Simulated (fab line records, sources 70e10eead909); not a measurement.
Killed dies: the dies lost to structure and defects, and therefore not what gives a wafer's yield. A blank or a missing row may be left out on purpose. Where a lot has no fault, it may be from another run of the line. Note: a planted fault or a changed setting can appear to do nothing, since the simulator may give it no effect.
Which of the tools did it?	flow nand_harc	at 1 step of a route of 1159, 12 lots with 36 wafers sampled

## WHAT EACH GAUGE READ, for each wafer
NHARC_A_CONTACT_INSPECT_44.
lot	measured	on	raw_defect_count
L074	day 16 02:20	defect_inspect-02	28 12 23
L076	day 16 15:51	defect_inspect-01	26 21 20
L080	day 17 10:22	defect_inspect-01	28 18 16
L078	day 17 19:19	defect_inspect-02	35 27 30
L082	day 18 18:35	defect_inspect-01	10 12 10
L088	day 19 08:22	defect_inspect-02	32 26 32
L085	day 19 12:48	defect_inspect-01	23 20 31
L090	day 20 00:16	defect_inspect-01	38 28 33
L093	day 20 14:01	defect_inspect-02	15 18 11
L091	day 20 18:23	defect_inspect-02	63 44 42
L096	day 21 20:55	defect_inspect-01	16 22 8
L097	day 22 11:21	defect_inspect-02	44 59 46

## EACH LOT AND THE TOOL THAT RAN IT (in order: tool; ch and the chambers of the sampled wafers; start)
The record holds no process step before these readings.

## THE ANSWER, worked out from the rows above alone
Rule: usual is defined by the lots themselves. Put in order of their means at a reading, lots are off if they are a third of the lots or fewer, leave a main group of 4 or more, and stand apart from it by a gap of 3 or more times the standard deviation of the main group's means; of several such gaps the widest counts. If all means in a main group match to the digits the tables above print for the reading, that group is not used. Also off: a lot with no number at a reading for which 4 or more lots have one. The other lots that the step has rows for count as sound.
No lot is off at any reading shown: from this, nothing can be told.

## WHAT THE SIMULATOR PUT IN
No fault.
